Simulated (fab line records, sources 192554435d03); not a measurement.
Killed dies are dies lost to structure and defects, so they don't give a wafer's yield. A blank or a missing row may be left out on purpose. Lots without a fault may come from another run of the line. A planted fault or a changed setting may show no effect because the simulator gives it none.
Split-lot experiment | flow n5_finfet | 7 lots, 21 wafers read, on a route of 1938 steps

THE SPLIT
At N5_BEOL_M9_COAT_05 (resist thk 90 nm), the setting spin_rpm was moved away from the recipe's 1500 rpm on 6 of the 21 wafers read, by -10.9% to +10.0%. The other wafers ran this setting at the recipe's value.

The file shows no step between the split and the reading.

THE READING
CAR-ArF_of_BEOL_M9_COAT_05.thk_nm (the simulator's own value, which no gauge read), in nm, at N5_BEOL_M9_DESCUM_16 (chemistry O2, time 7.9 s). The file gives no usual value for it. The 15 wafers here that ran the recipe average 83.8 nm, standard deviation 0.37 nm.

wafer  | tool, chamber at the split | spin_rpm as run, rpm | against the recipe | CAR-ArF_of_BEOL_M9_COAT_05.thk_nm, nm | against lot-mates on the recipe
L078.1 | litho_track-04, 0          | 1500                 | recipe             | 83.2                                  | -
L078.2 | litho_track-04, 0          | 1344                 | -10.4%             | 88.6                                  | +5.4
L078.6 | litho_track-04, 0          | 1344                 | -10.4%             | 88.6                                  | +5.4
L080.1 | litho_track-03, 0          | 1336                 | -10.9%             | 88.6                                  | +5.2
L080.2 | litho_track-03, 0          | 1336                 | -10.9%             | 88.2                                  | +4.8
L080.6 | litho_track-03, 0          | 1500                 | recipe             | 83.4                                  | -
L092.1 | litho_track-01, 0          | 1500                 | recipe             | 84.4                                  | -
L092.3 | litho_track-01, 0          | 1500                 | recipe             | 84.2                                  | -
L092.4 | litho_track-01, 0          | 1500                 | recipe             | 84.2                                  | -
L093.2 | litho_track-01, 0          | 1500                 | recipe             | 83.4                                  | -
L093.5 | litho_track-01, 0          | 1650                 | +10.0%             | 79                                    | -4.4
L093.6 | litho_track-01, 0          | 1650                 | +10.0%             | 79                                    | -4.4
L094.3 | litho_track-04, 0          | 1500                 | recipe             | 83.4                                  | -
L094.4 | litho_track-04, 0          | 1500                 | recipe             | 84.2                                  | -
L094.5 | litho_track-04, 0          | 1500                 | recipe             | 84                                    | -
L096.1 | litho_track-04, 0          | 1500                 | recipe             | 83.8                                  | -
L096.5 | litho_track-04, 0          | 1500                 | recipe             | 83.6                                  | -
L096.6 | litho_track-04, 0          | 1500                 | recipe             | 83.4                                  | -
L097.2 | litho_track-01, 0          | 1500                 | recipe             | 83.4                                  | -
L097.4 | litho_track-01, 0          | 1500                 | recipe             | 83.8                                  | -
L097.5 | litho_track-01, 0          | 1500                 | recipe             | 84                                    | -

THE FIT
A straight line over all 21 wafers: CAR-ArF_of_BEOL_M9_COAT_05.thk_nm changes by -0.455 nm for each +1% of spin_rpm; r = -0.99; the points scatter about the line by 0.36 nm.
The same after taking each lot's own level away (the mean of its wafers on the recipe; 21 wafers): -0.47 nm for each +1%; r = -1.00; scatter 0.27 nm.
On that fit, the largest move of spin_rpm shifts the reading by 5.1 nm.
The lots' own levels span 83.20 to 84.27 nm, that is 2.9 times the standard deviation above.
So the lot-to-lot level changes the slope little: the two slopes agree.
Check: with one of the wafers moved furthest among these (-10.9%) left out of the fit, the line predicts +5.21 nm for it against its lot-mates. It came out at +5.2 nm against them.

OTHER SPLITS ON THESE WAFERS
These wafers also went through other splits before the reading. Each is held against what the fit with the lots' levels taken away leaves over:
other split on the same wafers  | wafers away from the commonest value | r with CAR-ArF_of_BEOL_M9_COAT_05.thk_nm (lot level and that fit taken away)
N5_BEOL_M5_COAT_22 spin_rpm     | 7                                    | -0.02
N5_BEOL_M6_ETCH_62 bias_w       | 6                                    | -0.24
N5_BEOL_M6_COAT_22 spin_rpm     | 8                                    | -0.11
N5_BEOL_M7_COAT_05 spin_rpm     | 7                                    | +0.33
N5_BEOL_M7_ETCH_61 source_w     | 11                                   | +0.04
N5_BEOL_M7_VIA_ETCH_34 source_w | 8                                    | +0.35
N5_BEOL_M7_ETCH_41 source_w     | 6                                    | -0.17

THE WHOLE CHAIN: every reading that the file lists as answering this split, in the file's order
step                 | what it does             | reading                                                                            | change (the file's fit)               | r (the file's)
N5_BEOL_M9_COAT_05   | resist thk 90 nm         | CAR-ArF_of_BEOL_M9_COAT_05.thk_nm (the simulator's own value, which no gauge read) | -0.483 nm for each +1% of the setting | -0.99
N5_BEOL_M9_DESCUM_16 | chemistry O2, time 7.9 s | CAR-ArF_of_BEOL_M9_COAT_05.thk_nm (the simulator's own value, which no gauge read) | -0.472 nm for each +1% of the setting | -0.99

THE FILE'S OWN FIT
CAR-ArF_of_BEOL_M9_COAT_05.thk_nm changes by -0.472 nm for each +1% of spin_rpm, r = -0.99.
